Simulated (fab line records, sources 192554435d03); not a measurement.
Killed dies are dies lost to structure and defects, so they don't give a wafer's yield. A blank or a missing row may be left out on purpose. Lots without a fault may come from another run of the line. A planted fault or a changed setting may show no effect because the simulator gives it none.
Which tool did it? | flow n5_finfet | 23 lots, 69 wafers sampled, at 6 steps of a route of 1938

WHAT THE GAUGES READ, wafer by wafer
The record holds no reading of a measuring or inspecting step that can be judged against a usual standard deviation.

WHICH TOOL RAN EACH LOT (tool, then ch and the chambers of the sampled wafers, then the start)
lot  | N5_BEOL_M8_HM_OPEN_17             | N5_BEOL_M9_STRIP_67                | N5_BEOL_M9_HM_OPEN_17             | N5_BEOL_M9_ETCH_66                 | N5_BEOL_M9_CURE_72            | N5_BEOL_M9_CMP_52
L075 | rie_metal-02 ch 0,1, day 9 17:20  | rie_diel-01 ch 0,1,2, day 10 04:27 | rie_metal-01 ch 0,1, day 10 04:29 | rie_diel-01 ch 1,2,3, day 10 07:33 | uv_cure-01 ch 1, day 10 08:07 | cmp-01 ch 0,1,2, day 10 09:38
L077 | rie_metal-03 ch 0,1, day 9 23:50  | rie_diel-03 ch 0,3, day 10 08:52   | rie_metal-03 ch 0,1, day 10 08:55 | rie_diel-02 ch 1,2, day 10 13:41   | uv_cure-01 ch 2, day 10 14:18 | cmp-01 ch 1,2, day 10 18:03
L076 | rie_metal-03 ch 0,1, day 10 13:37 | rie_diel-03 ch 0,2,3, day 10 23:16 | rie_metal-01 ch 0,1, day 10 23:19 | rie_diel-02 ch 0,2,3, day 11 06:52 | uv_cure-01 ch 2, day 11 07:29 | cmp-02 ch 0,1,3, day 11 10:19
L081 | rie_metal-02 ch 1, day 10 17:41   | rie_diel-01 ch 1,2, day 11 05:21   | rie_metal-01 ch 0,1, day 11 05:23 | rie_diel-02 ch 2,3, day 11 09:59   | uv_cure-03 ch 0, day 11 10:37 | cmp-04 ch 0,1,2, day 11 13:29
L079 | rie_metal-03 ch 0,1, day 10 20:45 | rie_diel-03 ch 1,2, day 11 06:35   | rie_metal-01 ch 0,1, day 11 06:40 | rie_diel-02 ch 0,1,2, day 11 09:34 | uv_cure-03 ch 1, day 11 10:14 | cmp-02 ch 0,1,2, day 11 11:50
L080 | rie_metal-03 ch 0,1, day 10 21:19 | rie_diel-02 ch 0,2,3, day 11 07:39 | rie_metal-02 ch 0,1, day 11 07:41 | rie_diel-03 ch 0,1,2, day 11 10:03 | uv_cure-02 ch 0, day 11 10:50 | cmp-04 ch 0,1,2, day 11 15:26
L082 | rie_metal-01 ch 0,1, day 11 23:55 | rie_diel-01 ch 2,3, day 12 08:33   | rie_metal-03 ch 0,1, day 12 08:37 | rie_diel-02 ch 0,2,3, day 12 09:19 | uv_cure-03 ch 2, day 12 10:06 | cmp-02 ch 0,3, day 12 12:02
L078 | rie_metal-03 ch 0,1, day 12 05:13 | rie_diel-03 ch 0,1,2, day 12 12:40 | rie_metal-01 ch 0,1, day 12 12:43 | rie_diel-03 ch 1,2, day 12 13:52   | uv_cure-01 ch 0, day 12 14:26 | cmp-02 ch 1,2,3, day 12 16:10
L083 | rie_metal-03 ch 0,1, day 12 08:58 | rie_diel-01 ch 0,1, day 12 15:52   | rie_metal-02 ch 0,1, day 12 15:56 | rie_diel-01 ch 0,1,2, day 12 17:58 | uv_cure-01 ch 0, day 12 18:41 | cmp-02 ch 0,3, day 12 20:47
L084 | rie_metal-02 ch 0,1, day 12 14:36 | rie_diel-02 ch 0,1,2, day 12 20:20 | rie_metal-03 ch 0,1, day 12 20:23 | rie_diel-02 ch 0,1,3, day 12 21:44 | uv_cure-02 ch 2, day 12 22:21 | cmp-01 ch 0,1,2, day 13 00:07
L085 | rie_metal-01 ch 0,1, day 12 23:12 | rie_diel-02 ch 0,3, day 13 11:20   | rie_metal-01 ch 0,1, day 13 11:23 | rie_diel-01 ch 1,3, day 13 12:53   | uv_cure-03 ch 2, day 13 13:28 | cmp-01 ch 0,2, day 13 15:41
L086 | rie_metal-02 ch 0,1, day 13 02:25 | rie_diel-01 ch 0,1,3, day 13 11:49 | rie_metal-01 ch 0,1, day 13 11:52 | rie_diel-03 ch 0,1,3, day 13 13:22 | uv_cure-01 ch 1, day 13 14:07 | cmp-04 ch 1,2, day 13 17:09
L088 | rie_metal-02 ch 0,1, day 13 14:35 | rie_diel-03 ch 0,1,3, day 13 20:59 | rie_metal-02 ch 0,1, day 13 21:02 | rie_diel-03 ch 1,3, day 14 00:12   | uv_cure-02 ch 1, day 14 00:56 | cmp-02 ch 0,1,2, day 14 02:40
L087 | rie_metal-02 ch 0, day 13 20:19   | rie_diel-02 ch 1,2,3, day 14 05:17 | rie_metal-02 ch 0,1, day 14 05:19 | rie_diel-03 ch 1,3, day 14 08:28   | uv_cure-01 ch 2, day 14 09:05 | cmp-01 ch 1,2, day 14 11:55
L090 | rie_metal-03 ch 0,1, day 14 05:12 | rie_diel-03 ch 0,1, day 14 15:26   | rie_metal-02 ch 0,1, day 14 15:29 | rie_diel-02 ch 0,2,3, day 14 19:06 | uv_cure-01 ch 0, day 14 19:41 | cmp-01 ch 0,1,3, day 14 23:13
L089 | rie_metal-02 ch 1, day 14 13:40   | rie_diel-03 ch 0,1,3, day 15 00:02 | rie_metal-02 ch 0,1, day 15 00:04 | rie_diel-01 ch 0,2,3, day 15 01:45 | uv_cure-01 ch 0, day 15 02:31 | cmp-01 ch 0,2, day 15 05:15
L091 | rie_metal-02 ch 0,1, day 14 23:24 | rie_diel-02 ch 0,2,3, day 15 05:19 | rie_metal-02 ch 0,1, day 15 05:21 | rie_diel-01 ch 0,1,3, day 15 06:32 | uv_cure-02 ch 1, day 15 07:06 | cmp-01 ch 1,2,3, day 15 09:02
L092 | rie_metal-01 ch 0,1, day 15 05:45 | rie_diel-03 ch 0,1,2, day 15 14:44 | rie_metal-03 ch 0,1, day 15 14:46 | rie_diel-02 ch 0,1,2, day 15 17:15 | uv_cure-02 ch 2, day 15 18:13 | cmp-01 ch 1,2,3, day 15 20:31
L095 | rie_metal-02 ch 0,1, day 15 08:31 | rie_diel-02 ch 0,1,3, day 15 18:19 | rie_metal-02 ch 0,1, day 15 18:21 | rie_diel-03 ch 1,2, day 15 19:13   | uv_cure-02 ch 0, day 15 19:52 | cmp-01 ch 1,2,3, day 15 23:51
L093 | rie_metal-03 ch 0,1, day 15 09:34 | rie_diel-03 ch 0,1,2, day 15 18:32 | rie_metal-03 ch 0,1, day 15 18:35 | rie_diel-02 ch 0,2,3, day 15 19:23 | uv_cure-01 ch 1, day 15 19:58 | cmp-04 ch 1,2, day 15 23:12
L094 | rie_metal-03 ch 0,1, day 15 11:36 | rie_diel-03 ch 1,2, day 15 18:50   | rie_metal-03 ch 0,1, day 15 18:53 | rie_diel-02 ch 0,2, day 15 19:49   | uv_cure-01 ch 2, day 15 20:47 | cmp-01 ch 0,1,2, day 16 00:26
L097 | rie_metal-01 ch 0,1, day 15 14:52 | rie_diel-02 ch 0,2,3, day 16 00:05 | rie_metal-01 ch 0,1, day 16 00:08 | rie_diel-01 ch 0,2,3, day 16 01:00 | uv_cure-01 ch 2, day 16 01:38 | cmp-01 ch 0,1,3, day 16 06:10
L096 | rie_metal-01 ch 0,1, day 15 19:57 | rie_diel-01 ch 1,2, day 16 03:38   | rie_metal-03 ch 0,1, day 16 03:43 | rie_diel-01 ch 0,1, day 16 04:30   | uv_cure-01 ch 0, day 16 05:29 | cmp-04 ch 1,2,3, day 16 07:01
- N5_BEOL_M8_HM_OPEN_17: chemistry Cl2/BCl3, target TiN, target depth 20 nm, overetch 6 nm.
- N5_BEOL_M9_STRIP_67: strips in CF4.
- N5_BEOL_M9_HM_OPEN_17: chemistry Cl2/BCl3, target TiN, target depth 20 nm, overetch 6 nm.
- N5_BEOL_M9_ETCH_66: etches SOC in N2/H2, target depth 80 nm, overetch 16 nm, time 120 s.
- N5_BEOL_M9_CURE_72: cures SiCOH lowk, time 120 s.
- N5_BEOL_M9_CMP_52: polishes, stops on SiCOH lowk, t overpolish 7 s, target thk 140 nm.

WHAT THE TOOLS THEMSELVES READ (means of the sampled wafers that have a number; where no wafer has one, the mark that the record gives instead)
N5_BEOL_M8_HM_OPEN_17. Usual: drypump_motor_current_A 5.64 A, standard deviation 0.26; he_backside_leak_sccm 3.5 sccm, standard deviation 0.4; oes_product_au 0.71 a.u., standard deviation 0.087; throttle_valve_pct 22.37 %, standard deviation 0.22.
lot  | tool         | drypump_motor_current_A (A) | he_backside_leak_sccm (sccm) | oes_product_au (a.u.) | throttle_valve_pct (%) | flag
L075 | rie_metal-02 | 5.45                        | 3.4                          | 0.61                  | 22.39                  |
L077 | rie_metal-03 | 5.80                        | 3.5                          | 0.56                  | 22.50                  |
L076 | rie_metal-03 | 5.63                        | 4.5                          | 0.60                  | 22.40                  |
L081 | rie_metal-02 | 5.79                        | 3.7                          | 0.78                  | 22.30                  |
L079 | rie_metal-03 | 5.63                        | 3.5                          | 0.60                  | 22.40                  |
L080 | rie_metal-03 | 5.81                        | 3.4                          | 0.56                  | 22.50                  |
L082 | rie_metal-01 | 5.55                        | 3.6                          | 0.73                  | 22.57                  |
L078 | rie_metal-03 | 5.80                        | 3.3                          | 0.78                  | 22.30                  |
L083 | rie_metal-03 | 5.64                        | 3.4                          | 0.70                  | 22.30                  |
L084 | rie_metal-02 | 5.45                        | 3.2                          | 0.78                  | 22.11                  |
L085 | rie_metal-01 | 5.68                        | 3.6                          | 0.74                  | 22.69                  |
L086 | rie_metal-02 | 5.46                        | 3.4                          | 0.77                  | 22.12                  |
L088 | rie_metal-02 | 5.61                        | 3.4                          | 0.75                  | 22.22                  |
L087 | rie_metal-02 | 5.27                        | 3.7                          | 0.77                  | 22.02                  |
L090 | rie_metal-03 | 5.64                        | 3.4                          | 0.69                  | 22.30                  |
L089 | rie_metal-02 | 5.78                        | 3.8                          | 0.72                  | 22.34                  |
L091 | rie_metal-02 | 5.63                        | 3.5                          | 0.74                  | 22.24                  |
L092 | rie_metal-01 | 5.71                        | 3.5                          | 0.72                  | 22.70                  |
L095 | rie_metal-02 | 5.46                        | 3.4                          | 0.74                  | 22.13                  |
L093 | rie_metal-03 | 5.82                        | 3.2                          | 0.74                  | 22.30                  |
L094 | rie_metal-03 | 5.82                        | 3.3                          | 0.75                  | 22.30                  |
L097 | rie_metal-01 | 5.70                        | 3.4                          | 0.74                  | 22.69                  |
L096 | rie_metal-01 | 5.67                        | 3.4                          | 0.73                  | 22.68                  |

N5_BEOL_M9_STRIP_67. Usual: drypump_motor_current_A 6.0 A, standard deviation 0.43; oes_product_au 0.80 a.u., standard deviation 0.084; rf_vpp_V 271.0 V, standard deviation 1.4; showerhead_plenum_p_Torr 1.79 Torr, standard deviation 0.056; throttle_valve_pct 13.59 %, standard deviation 0.23.
lot  | tool        | drypump_motor_current_A (A) | oes_product_au (a.u.) | rf_vpp_V (V) | showerhead_plenum_p_Torr (Torr) | throttle_valve_pct (%) | flag
L075 | rie_diel-01 | 6.1                         | 0.85                  | 271.7        | 1.82                            | 13.55                  |
L077 | rie_diel-03 | 5.6                         | 0.76                  | 271.1        | 1.83                            | 13.66                  |
L076 | rie_diel-03 | 6.1                         | 0.73                  | 271.7        | 1.82                            | 13.72                  |
L081 | rie_diel-01 | 6.1                         | 0.82                  | 270.9        | 1.80                            | 13.69                  |
L079 | rie_diel-03 | 6.4                         | 0.77                  | 270.8        | 1.76                            | 13.59                  |
L080 | rie_diel-02 | 6.1                         | 0.85                  | 271.0        | 1.83                            | 13.48                  |
L082 | rie_diel-01 | 6.0                         | 0.71                  | 272.6        | 1.82                            | 13.83                  |
L078 | rie_diel-03 | 5.9                         | 0.79                  | 270.1        | 1.77                            | 13.56                  |
L083 | rie_diel-01 | 6.2                         | 0.88                  | 272.2        | 1.80                            | 13.42                  |
L084 | rie_diel-02 | 6.0                         | 0.82                  | 271.0        | 1.82                            | 13.67                  |
L085 | rie_diel-02 | 6.4                         | 0.79                  | 270.9        | 1.79                            | 13.40                  |
L086 | rie_diel-01 | 6.0                         | 0.81                  | 270.0        | 1.79                            | 13.62                  |
L088 | rie_diel-03 | 5.8                         | 0.78                  | 271.3        | 1.80                            | 13.61                  |
L087 | rie_diel-02 | 5.8                         | 0.78                  | 270.9        | 1.79                            | 13.79                  |
L090 | rie_diel-03 | 5.6                         | 0.83                  | 271.5        | 1.75                            | 13.45                  |
L089 | rie_diel-03 | 5.8                         | 0.77                  | 270.8        | 1.80                            | 13.63                  |
L091 | rie_diel-02 | 6.1                         | 0.80                  | 272.4        | 1.82                            | 13.54                  |
L092 | rie_diel-03 | 5.8                         | 0.84                  | 270.8        | 1.77                            | 13.42                  |
L095 | rie_diel-02 | 6.1                         | 0.74                  | 269.2        | 1.75                            | 13.69                  |
L093 | rie_diel-03 | 5.9                         | 0.84                  | 270.1        | 1.76                            | 13.43                  |
L094 | rie_diel-03 | 6.1                         | 0.87                  | 271.0        | 1.74                            | 13.34                  |
L097 | rie_diel-02 | 6.1                         | 0.81                  | 271.5        | 1.82                            | 13.56                  |
L096 | rie_diel-01 | 6.0                         | 0.74                  | 270.4        | 1.81                            | 13.81                  |

N5_BEOL_M9_HM_OPEN_17. Usual: drypump_motor_current_A 5.63 A, standard deviation 0.26; he_backside_leak_sccm 3.39 sccm, standard deviation 0.19; oes_product_au 0.73 a.u., standard deviation 0.068; throttle_valve_pct 22.39 %, standard deviation 0.23.
lot  | tool         | drypump_motor_current_A (A) | he_backside_leak_sccm (sccm) | oes_product_au (a.u.) | throttle_valve_pct (%) | flag
L075 | rie_metal-01 | 5.70                        | 3.20                         | 0.78                  | 22.66                  |
L077 | rie_metal-03 | 5.63                        | 3.51                         | 0.61                  | 22.40                  |
L076 | rie_metal-01 | 5.55                        | 3.35                         | 0.74                  | 22.56                  |
L081 | rie_metal-01 | 5.69                        | 3.48                         | 0.77                  | 22.66                  |
L079 | rie_metal-01 | 5.69                        | 3.59                         | 0.77                  | 22.66                  |
L080 | rie_metal-02 | 5.63                        | 3.43                         | 0.80                  | 22.20                  |
L082 | rie_metal-03 | 5.65                        | 3.28                         | 0.69                  | 22.33                  |
L078 | rie_metal-01 | 5.70                        | 3.42                         | 0.74                  | 22.68                  |
L083 | rie_metal-02 | 5.64                        | 3.49                         | 0.76                  | 22.22                  |
L084 | rie_metal-03 | 5.81                        | 3.19                         | 0.76                  | 22.32                  |
L085 | rie_metal-01 | 5.54                        | 3.49                         | 0.73                  | 22.56                  |
L086 | rie_metal-01 | 5.68                        | 3.56                         | 0.75                  | 22.68                  |
L088 | rie_metal-02 | 5.46                        | 3.37                         | 0.75                  | 22.14                  |
L087 | rie_metal-02 | 5.44                        | 3.27                         | 0.75                  | 22.14                  |
L090 | rie_metal-02 | 5.64                        | 3.49                         | 0.74                  | 22.22                  |
L089 | rie_metal-02 | 5.45                        | 3.27                         | 0.74                  | 22.15                  |
L091 | rie_metal-02 | 5.46                        | 3.32                         | 0.73                  | 22.15                  |
L092 | rie_metal-03 | 5.65                        | 3.41                         | 0.68                  | 22.30                  |
L095 | rie_metal-02 | 5.45                        | 3.34                         | 0.72                  | 22.14                  |
L093 | rie_metal-03 | 5.63                        | 3.38                         | 0.67                  | 22.32                  |
L094 | rie_metal-03 | 5.82                        | 3.31                         | 0.74                  | 22.32                  |
L097 | rie_metal-01 | 5.71                        | 3.44                         | 0.71                  | 22.71                  |
L096 | rie_metal-03 | 5.81                        | 3.32                         | 0.75                  | 22.28                  |

N5_BEOL_M9_ETCH_66. Usual: drypump_motor_current_A 6.0 A, standard deviation 0.37; oes_product_au 0.61 a.u., standard deviation 0.069; rf_vpp_V 523.6 V, standard deviation 2.6; showerhead_plenum_p_Torr 2.53 Torr, standard deviation 0.094; throttle_valve_pct 17.78 %, standard deviation 0.24.
lot  | tool        | drypump_motor_current_A (A) | oes_product_au (a.u.) | rf_vpp_V (V) | showerhead_plenum_p_Torr (Torr) | throttle_valve_pct (%) | flag
L075 | rie_diel-01 | 6.0                         | 0.59                  | 523.3        | 2.54                            | 17.93                  |
L077 | rie_diel-02 | 5.7                         | 0.69                  | 525.3        | 2.62                            | 17.91                  |
L076 | rie_diel-02 | 6.0                         | 0.65                  | 524.0        | 2.57                            | 17.64                  |
L081 | rie_diel-02 | 5.8                         | 0.62                  | 523.4        | 2.52                            | 17.77                  |
L079 | rie_diel-02 | 6.1                         | 0.64                  | 525.0        | 2.57                            | 17.75                  |
L080 | rie_diel-03 | 5.9                         | 0.61                  | 523.1        | 2.51                            | 17.68                  |
L082 | rie_diel-02 | 6.1                         | 0.64                  | 524.7        | 2.57                            | 17.65                  |
L078 | rie_diel-03 | 6.4                         | 0.58                  | 522.0        | 2.49                            | 17.79                  |
L083 | rie_diel-01 | 6.1                         | 0.63                  | 524.9        | 2.55                            | 17.72                  |
L084 | rie_diel-02 | 6.1                         | 0.57                  | 521.7        | 2.46                            | 17.73                  |
L085 | rie_diel-01 | 5.9                         | 0.57                  | 522.0        | 2.50                            | 17.97                  |
L086 | rie_diel-03 | 5.8                         | 0.60                  | 524.4        | 2.54                            | 17.71                  |
L088 | rie_diel-03 | 6.0                         | 0.62                  | 523.2        | 2.52                            | 17.68                  |
L087 | rie_diel-03 | 6.3                         | 0.57                  | 524.2        | 2.56                            | 17.82                  |
L090 | rie_diel-02 | 6.1                         | 0.62                  | 523.8        | 2.56                            | 17.68                  |
L089 | rie_diel-01 | 6.0                         | 0.57                  | 525.3        | 2.55                            | 17.81                  |
L091 | rie_diel-01 | 6.1                         | 0.61                  | 522.7        | 2.51                            | 17.76                  |
L092 | rie_diel-02 | 6.0                         | 0.61                  | 523.8        | 2.55                            | 17.80                  |
L095 | rie_diel-03 | 6.0                         | 0.66                  | 522.3        | 2.48                            | 17.58                  |
L093 | rie_diel-02 | 6.1                         | 0.61                  | 523.8        | 2.56                            | 17.70                  |
L094 | rie_diel-02 | 6.0                         | 0.65                  | 526.1        | 2.65                            | 17.74                  |
L097 | rie_diel-01 | 6.0                         | 0.57                  | 524.4        | 2.55                            | 17.84                  |
L096 | rie_diel-01 | 6.1                         | 0.65                  | 522.4        | 2.50                            | 17.70                  |

N5_BEOL_M9_CURE_72. Usual: lamp_power_pct 52.31 %, standard deviation 0.06; wafer_temp_C_max 371.5, standard deviation 0.61.
lot  | tool       | lamp_power_pct (%) | wafer_temp_C_max | flag
L075 | uv_cure-01 | 52.33              | 371.9            |
L077 | uv_cure-01 | 52.32              | 371.3            |
L076 | uv_cure-01 | 52.31              | 371.7            |
L081 | uv_cure-03 | 52.31              | 371.4            |
L079 | uv_cure-03 | 52.36              | 370.7            |
L080 | uv_cure-02 | 52.27              | 372.1            |
L082 | uv_cure-03 | 52.35              | 372.4            |
L078 | uv_cure-01 | 52.27              | 371.4            |
L083 | uv_cure-01 | 52.32              | 371.1            |
L084 | uv_cure-02 | 52.36              | 372.6            |
L085 | uv_cure-03 | 52.28              | 372.6            |
L086 | uv_cure-01 | 52.31              | 371.8            |
L088 | uv_cure-02 | 52.34              | 371.4            |
L087 | uv_cure-01 | 52.31              | 371.4            |
L090 | uv_cure-01 | 52.25              | 371.1            |
L089 | uv_cure-01 | 52.31              | 371.2            |
L091 | uv_cure-02 | 52.32              | 371.1            |
L092 | uv_cure-02 | 52.33              | 372.2            |
L095 | uv_cure-02 | 52.32              | 372.0            |
L093 | uv_cure-01 | 52.26              | 371.4            |
L094 | uv_cure-01 | 52.34              | 371.2            |
L097 | uv_cure-01 | 52.35              | 371.0            |
L096 | uv_cure-01 | 52.34              | 371.1            |

N5_BEOL_M9_CMP_52. Usual: barrier_field_endpoint_s 29.1 s, standard deviation 0.85; motor_current_A 5.9 A, standard deviation 0.67; overpolish_run_s 6.999 s, standard deviation 0.0086; time_to_endpoint_s 67 s, standard deviation 4.2.
lot  | tool   | barrier_field_endpoint_s (s) | motor_current_A (A) | overpolish_run_s (s) | time_to_endpoint_s (s) | flag
L075 | cmp-01 | 28.6                         | 6.3                 | 7.006                | 65                     |
L077 | cmp-01 | 29.3                         | 6.9                 | 6.998                | 64                     |
L076 | cmp-02 | 29.5                         | 6.3                 | 6.986                | 68                     |
L081 | cmp-04 | 29.2                         | 5.5                 | 7.006                | 68                     |
L079 | cmp-02 | 28.0                         | 6.1                 | 6.997                | 67                     |
L080 | cmp-04 | 29.1                         | 5.7                 | 7.006                | 69                     |
L082 | cmp-02 | 29.0                         | 6.3                 | 6.997                | 67                     |
L078 | cmp-02 | 29.1                         | 5.9                 | 6.998                | 63                     |
L083 | cmp-02 | 29.7                         | 6.1                 | 6.998                | 71                     |
L084 | cmp-01 | 29.1                         | 6.2                 | 7.008                | 68                     |
L085 | cmp-01 | 28.4                         | 5.6                 | 6.997                | 66                     |
L086 | cmp-04 | 28.6                         | 5.2                 | 6.997                | 68                     |
L088 | cmp-02 | 29.1                         | 5.8                 | 7.002                | 67                     |
L087 | cmp-01 | 29.5                         | 6.8                 | 7.005                | 71                     |
L090 | cmp-01 | 28.8                         | 5.8                 | 6.998                | 68                     |
L089 | cmp-01 | 29.3                         | 5.7                 | 6.993                | 71                     |
L091 | cmp-01 | 29.4                         | 6.2                 | 7.001                | 69                     |
L092 | cmp-01 | 29.0                         | 6.1                 | 7.006                | 70                     |
L095 | cmp-01 | 29.7                         | 6.1                 | 7.010                | 69                     |
L093 | cmp-04 | 28.2                         | 5.1                 | 7.008                | 60                     |
L094 | cmp-01 | 28.5                         | 6.2                 | 6.996                | 66                     |
L097 | cmp-01 | 29.1                         | 5.9                 | 6.994                | 64                     |
L096 | cmp-04 | 29.3                         | 5.4                 | 6.994                | 65                     |

THE ANSWER, worked out from the rows above alone
Rule: a lot is off if the mean of its wafers that have a number lies more than 3 standard deviations from the usual mean. A lot without any number at a reading at which 4 lots or more have one is off too. The other lots that the step has rows for count as sound. The gauges are gone through in route order, then the tools' own readings, and for those a lot's mean is taken as printed above. The first step at which some lot is off is used, and at that step the reading that is off furthest; a lot without a number counts as furthest.
No lot is off at any reading shown: from this, nothing can be told.

WHAT THE SIMULATOR HAD PUT IN
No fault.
